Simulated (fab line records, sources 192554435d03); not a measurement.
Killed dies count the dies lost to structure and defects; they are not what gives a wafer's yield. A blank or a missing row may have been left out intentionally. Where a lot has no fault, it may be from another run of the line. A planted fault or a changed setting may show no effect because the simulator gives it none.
fab line records	flow n5_finfet	part 2 of 2: steps 5 to 6 of 6
record: lots: 20	wafers: 60	last_day: 19
route steps=1938 shown FIN_SAQP@112
lots that met no fault: taken from a fault-free run of the same line
start_h: start of the lot's first displayed wafer, in hours after the record's first day	wait_h: how many hours have passed since the lot's step before this one	" repeats the value in the row above	L1.1+2: several wafers, shown together as one row	- no value, or no start was given	* or withheld: withheld	< > ~ a bound
route shown NAME@n: names a module that has steps shown in the file, with the first one's number in the route	usual: mean/standard deviation of fault-free wafers	same: alike in all rows	chamber/n: place in a boat	sites: the reading at each site	_std_site: standard deviation of those values	_edge_site: inner sites' mean taken away from outer sites' mean	radius_mm: how far each site lies from the wafer's centre	mask NAME#n: copy n	behind: the most recent tool/chamber to have shaped the wafer	hold: why the lot went on hold/how many hours it stayed there/how the hold came to an end	device: names the non-switching transistor (n, p or np)	end of line: the same wafers' tests at the end of the route	a step with no rows: only its recipe	killed: at the first sort, the dies lost to defects and structure; wafer yield is something else	map: a wafer's dies, marking killed ones x, the rest . and places with no die _
set.NAME: the setting as run; set.NAME@STEP: as run at that earlier step	model.NAME: the simulator's own value behind a step, which no gauge read
a sample of lots followed through the steps of the route, with each step as a table and each wafer as a row
services: from which hour (start_h, from the record's first day; less than 0 if before it) a tool's chamber was out of use, for how many hours, and why
== steps ==
step: N5_FIN_SAQP_SPACER1_ETCHBACK_25
recipe: chemistry: CHF3/O2	mode: anisotropic_etchback	target: SiO2	target_depth_a: 244	time_s: 12.2	pressure_mtorr: 30	source_w: 650	bias_w: 170	Ar_flow_sccm: 200	CHF3_flow_sccm: 50	O2_flow_sccm: 5	ion_energy_ev: 200
usual: drypump_motor_current_A: 5.8/0.39	oes_product_au: 0.76/0.092	rf_fwd_power_W: 645.9/2.5	rf_vpp_V: 523/12	showerhead_plenum_p_Torr: 2.41/0.085	throttle_valve_pct: 18.96/0.28
same: time_s: 12.2
lot.wafer	tool	chamber	start_h	wait_h	drypump_motor_current_A	oes_product_au	rf_fwd_power_W	rf_hours_counter_h	rf_vpp_V	showerhead_plenum_p_Torr	throttle_valve_pct
L074.1	rie_diel-05	0	23.67	0.4	6.1	0.73	646.4	191	506	2.30	18.80
L074.2	"	1	"	"	5.5	0.71	647.9	181	514	2.39	18.98
L074.3	"	2	"	"	6.1	0.78	647.7	124	535	2.51	19.04
L078.1	rie_diel-01	3	47.68	0.4	5.7	0.71	646.6	215	508	2.30	19.50
L078.3	"	2	"	"	5.5	0.99	649.7	3	537	2.46	18.60
L078.6	"	2	"	"	5.5	1.00	649.1	-	537	2.46	18.59
L079.2	rie_diel-05	2	54.11	0.4	6.1	0.76	643.5	135	535	2.51	19.05
L079.3	"	0	"	"	6.1	0.72	646.9	202	507	2.30	18.81
L079.6	"	2	"	"	6.1	0.76	644.0	-	536	2.51	19.06
L080.1	rie_diel-01	3	59.43	0.4	5.7	0.70	647.7	219	508	2.30	19.52
L080.2	"	0	"	"	5.2	0.84	649.1	51	533	2.53	18.72
L080.6	"	2	"	"	5.5	0.96	643.7	-	536	2.45	18.61
L081.2	rie_diel-03	2	65.53	0.4	5.2	0.72	644.2	198	523	2.41	19.23
L081.5	"	0	"	"	6.2	0.74	644.5	-	532	2.51	19.04
L081.6	"	1	"	"	6.1	0.71	643.4	-	521	2.39	18.67
L082.1	rie_diel-05	3	73.43	0.4	6.1	0.74	647.5	173	506	2.29	18.76
L082.2	"	0	"	"	6.1	0.72	649.9	209	507	2.30	18.84
L082.5	"	3	"	"	6.1	0.74	647.6	-	505	2.29	18.77
L084.4	rie_diel-01	1	84.36	0.5	6.1	1.02	643.0	-	538	2.47	18.59
L084.5	"	3	"	"	5.7	0.69	649.1	-	509	2.29	19.52
L084.6	"	0	"	"	5.2	0.83	648.7	-	530	2.53	18.76
L085.2	rie_diel-01	1	91.12	0.5	6.1	1.00	642.1	2	538	2.47	18.62
L085.4	"	3	"	"	5.7	0.70	649.8	-	508	2.29	19.54
L085.5	"	1	"	"	6.1	1.00	647.0	-	539	2.47	18.61
L086.1	rie_diel-05	1	95.52	0.8	5.5	0.68	650.6	206	514	2.38	19.03
L086.2	"	2	"	"	6.1	0.75	644.4	149	535	2.50	19.08
L086.6	"	0	"	"	6.1	0.71	645.1	-	506	2.29	18.84
L087.4	rie_diel-03	0	102.58	0.5	6.2	0.71	643.5	-	530	2.50	19.08
L087.5	"	1	"	"	6.1	0.69	645.3	-	519	2.38	18.72
L087.6	"	2	"	"	5.2	0.70	645.5	-	522	2.41	19.25
L088.1	rie_diel-01	1	107.52	0.4	6.1	0.96	645.3	11	539	2.47	18.63
L088.3	"	3	"	"	5.7	0.69	648.8	241	508	2.29	19.54
L088.5	"	0	"	"	5.2	0.82	647.1	-	532	2.52	18.78
L089.1	rie_diel-01	2	113.85	0.4	5.6	0.93	650.5	17	536	2.45	18.63
L089.5	"	2	"	"	5.6	0.93	649.5	-	537	2.45	18.63
L089.6	"	1	"	"	6.1	0.95	643.2	-	539	2.47	18.62
L090.1	rie_diel-03	2	119.98	0.8	5.2	0.70	646.0	223	522	2.41	19.26
L090.2	"	1	"	"	6.1	0.69	648.1	254	518	2.38	18.72
L090.5	"	0	"	"	6.2	0.72	644.2	-	531	2.50	19.08
L091.2	rie_diel-05	3	125.64	0.6	6.1	0.73	646.0	191	506	2.28	18.80
L091.3	"	2	"	"	6.2	0.75	640.7	161	536	2.50	19.09
L091.4	"	1	"	"	5.5	0.67	646.9	217	514	2.38	19.06
L092.1	rie_diel-01	0	132.81	0.4	5.1	0.81	644.2	82	531	2.52	18.79
L092.2	"	3	"	"	5.7	0.68	644.0	249	507	2.29	19.56
L092.6	"	3	"	"	5.7	0.69	644.9	-	507	2.29	19.56
L093.3	rie_diel-01	2	139.88	0.4	5.5	0.91	648.8	25	536	2.45	18.65
L093.5	"	2	"	"	5.5	0.92	648.3	-	535	2.45	18.62
L093.6	"	1	"	"	6.1	0.93	640.4	-	538	2.46	18.63
L094.1	rie_diel-03	2	145.08	0.5	5.2	0.69	649.5	235	521	2.40	19.29
L094.4	"	0	"	"	6.2	0.70	647.3	-	531	2.49	19.11
L094.5	"	2	"	"	5.2	0.69	648.6	-	520	2.40	19.27
L095.2	rie_diel-03	2	157.59	0.4	5.2	0.68	644.4	242	522	2.40	19.30
L095.3	"	1	"	"	6.1	0.67	644.4	273	519	2.37	18.75
L095.6	"	1	"	"	6.1	0.67	644.2	-	520	2.37	18.77
L096.2	rie_diel-03	0	158.21	0.7	6.2	0.70	646.4	195	530	2.49	19.12
L096.5	"	1	"	"	6.1	0.67	644.0	-	520	2.37	18.77
L096.6	"	0	"	"	6.2	0.70	644.0	-	530	2.49	19.12
L097.1	rie_diel-03	0	165.13	0.4	6.2	0.69	643.9	199	530	2.49	19.13
L097.3	"	2	"	"	5.2	0.69	643.9	247	522	2.40	19.29
L097.6	"	1	"	"	6.1	0.67	647.3	-	519	2.37	18.77
step: N5_FIN_SAQP_ETCH_67
recipe: chemistry: CH3F/O2	target: SiNx	target_depth_a: 300	mask_material: SOC	pressure_mtorr: 30	source_w: 395	bias_w: 73	Ar_flow_sccm: 150	CH3F_flow_sccm: 30	O2_flow_sccm: 20	ion_energy_ev: 120
usual: CH3F_flow_sccm: 30.01/0.087	drypump_motor_current_A: 5.8/0.37	oes_product_au: 0.75/0.079	rf_fwd_power_W: 390.4/1.4	rf_vpp_V: 296/7	showerhead_plenum_p_Torr: 2.00/0.077	throttle_valve_pct: 16.43/0.23
lot.wafer	tool	chamber	start_h	wait_h	CH3F_flow_sccm	drypump_motor_current_A	oes_product_au	rf_fwd_power_W	rf_hours_counter_h	rf_vpp_V	showerhead_plenum_p_Torr	throttle_valve_pct
L074.1	rie_diel-01	0	24.67	0.0	29.91	5.1	0.87	390.6	37	302	2.11	16.17
L074.2	"	3	"	"	30.06	5.6	0.72	393.6	206	289	1.91	16.94
L074.3	"	1	"	"	30.15	6.1	0.69	388.6	235	308	2.06	16.54
L078.1	rie_diel-05	2	48.66	0.0	30.00	6.1	0.77	387.0	134	306	2.09	16.53
L078.3	"	3	"	"	29.97	6.1	0.74	391.9	166	287	1.90	16.26
L078.6	"	3	"	"	30.04	6.1	0.75	391.3	-	287	1.90	16.26
L079.2	rie_diel-05	0	55.09	0.0	30.03	6.1	0.71	391.1	203	288	1.90	16.30
L079.3	"	1	"	"	30.03	5.5	0.69	390.8	193	291	1.98	16.48
L079.6	"	0	"	"	29.82	6.1	0.71	389.3	-	287	1.90	16.29
L080.1	rie_diel-05	0	60.40	0.0	29.91	6.1	0.72	389.7	204	287	1.90	16.29
L080.2	"	1	"	"	30.03	5.5	0.70	392.9	194	291	1.97	16.48
L080.6	"	0	"	"	29.95	6.1	0.71	390.0	-	287	1.90	16.30
L081.2	rie_diel-01	3	66.52	0.0	30.05	5.7	0.70	391.6	221	289	1.90	16.96
L081.5	"	1	"	"	30.13	6.1	0.68	391.4	-	307	2.06	16.56
L081.6	"	2	"	"	30.06	5.5	0.96	392.5	-	305	2.04	16.07
L082.1	rie_diel-03	1	74.76	0.0	30.00	6.1	0.70	390.8	233	295	1.98	16.21
L082.2	"	0	"	"	29.88	6.2	0.73	389.2	154	300	2.08	16.53
L082.5	"	2	"	"	30.04	5.2	0.72	389.3	-	296	2.00	16.66
L084.4	rie_diel-05	2	85.52	0.0	30.01	6.1	0.76	389.3	145	305	2.09	16.54
L084.5	"	3	"	"	30.16	6.1	0.74	391.5	-	287	1.90	16.30
L084.6	"	0	"	"	29.87	6.1	0.71	391.4	-	287	1.90	16.32
L085.2	rie_diel-01	0	92.18	0.0	30.00	5.1	0.84	390.2	65	301	2.10	16.21
L085.4	"	3	"	"	29.89	5.7	0.70	393.3	-	288	1.90	16.99
L085.5	"	0	"	"	30.01	5.1	0.83	388.2	-	302	2.10	16.21
L086.1	rie_diel-05	3	96.56	0.0	30.06	6.1	0.74	391.8	182	288	1.90	16.30
L086.2	"	0	"	"	29.95	6.1	0.71	389.0	217	287	1.90	16.31
L086.6	"	2	"	"	30.00	6.1	0.76	390.5	-	304	2.08	16.54
L087.4	rie_diel-03	2	103.55	0.0	29.99	5.2	0.70	389.7	-	294	1.99	16.69
L087.5	"	0	"	"	30.07	6.2	0.72	388.4	-	301	2.08	16.53
L087.6	"	1	"	"	29.87	6.1	0.68	390.3	-	295	1.97	16.21
L088.1	rie_diel-03	1	108.49	0.0	29.94	6.1	0.69	390.9	249	295	1.97	16.23
L088.3	"	0	"	"	29.86	6.2	0.72	390.3	170	301	2.08	16.55
L088.5	"	1	"	"	30.01	6.1	0.68	392.5	-	296	1.97	16.22
L089.1	rie_diel-01	3	114.83	0.0	30.04	5.7	0.68	390.6	242	290	1.89	17.01
L089.5	"	2	"	"	30.07	5.6	0.93	392.2	-	305	2.04	16.08
L089.6	"	1	"	"	29.99	6.1	0.94	390.1	-	305	2.05	16.07
L090.1	rie_diel-05	2	120.95	0.0	30.06	6.1	0.75	390.4	160	303	2.08	16.57
L090.2	"	0	"	"	30.03	6.1	0.70	390.6	224	287	1.90	16.34
L090.5	"	1	"	"	29.95	5.5	0.68	390.5	-	291	1.97	16.52
L091.2	rie_diel-03	1	126.93	0.0	29.93	6.1	0.69	389.4	257	295	1.97	16.23
L091.3	"	2	"	"	29.94	5.2	0.69	390.0	226	295	1.99	16.72
L091.4	"	1	"	"	29.99	6.1	0.68	390.0	-	295	1.97	16.24
L092.1	rie_diel-01	0	133.80	0.0	30.09	5.2	0.81	389.6	82	301	2.10	16.26
L092.2	"	2	"	"	29.93	5.5	0.92	393.6	24	304	2.04	16.11
L092.6	"	0	"	"	30.00	5.2	0.80	389.7	-	301	2.10	16.25
L093.3	rie_diel-05	0	140.85	0.0	29.94	6.1	0.70	392.3	231	289	1.89	16.34
L093.5	"	0	"	"	29.93	6.1	0.70	390.8	-	286	1.89	16.35
L093.6	"	3	"	"	29.83	6.1	0.72	391.1	-	287	1.89	16.34
L094.1	rie_diel-03	2	146.11	0.0	30.20	5.2	0.69	388.8	235	294	1.99	16.74
L094.4	"	0	"	"	29.91	6.2	0.70	390.6	-	301	2.07	16.56
L094.5	"	2	"	"	30.26	5.2	0.70	388.8	-	295	1.99	16.74
L095.2	rie_diel-03	2	158.91	0.0	29.87	5.2	0.69	391.0	244	296	1.99	16.75
L095.3	"	1	"	"	30.09	6.1	0.68	391.3	274	294	1.96	16.28
L095.6	"	2	"	"	29.91	5.2	0.69	390.5	-	297	1.99	16.74
L096.2	rie_diel-01	0	159.46	0.0	29.99	5.2	0.79	391.1	94	301	2.09	16.28
L096.5	"	3	"	"	29.87	5.7	0.96	390.0	-	293	2.14	16.54
L096.6	"	2	"	"	30.18	5.5	0.90	391.9	-	305	2.03	16.12
L097.1	rie_diel-05	2	166.11	0.0	29.98	6.1	0.73	386.2	168	305	2.08	16.59
L097.3	"	3	"	"	30.17	6.1	0.73	390.3	199	286	1.89	16.32
L097.6	"	1	"	"	30.00	5.5	0.67	391.1	-	290	1.96	16.53
== services ==
tool	chamber	start_h	hours	kind
rie_diel-01	2	14.45	-	clean
rie_diel-01	2	14.45	-	consumable_replace:focus_ring
rie_diel-01	2	14.45	23.0	scheduled_down
rie_diel-01	2	14.45	23.0	vent_cycle
rie_diel-03	2	26.72	4.9	repair
rie_diel-03	0	30.25	4.7	repair
rie_diel-01	1	59.08	2.7	repair
ald_sin-04	3	60.60	13.3	repair
rie_diel-03	3	60.64	132.0	repair
rie_diel-01	1	67.45	-	clean
rie_diel-01	1	67.45	-	consumable_replace:focus_ring
rie_diel-01	1	67.45	16.1	scheduled_down
rie_diel-01	1	67.45	16.1	vent_cycle
rie_diel-01	2	79.65	27.8	repair
ald_sin-04	-	87.53	14.0	pm
ald_sin-02	1	102.28	21.5	repair
ald_sin-03	1	116.87	3.1	repair
ald_sin-03	2	117.68	11.0	repair
rie_diel-01	3	137.47	-	clean
rie_diel-01	3	137.47	-	consumable_replace:focus_ring
rie_diel-01	3	137.47	-	consumable_replace:showerhead
rie_diel-01	3	137.47	16.5	scheduled_down
ald_sin-02	0	138.03	2.0	repair
rie_diel-05	-	147.61	14.6	pm
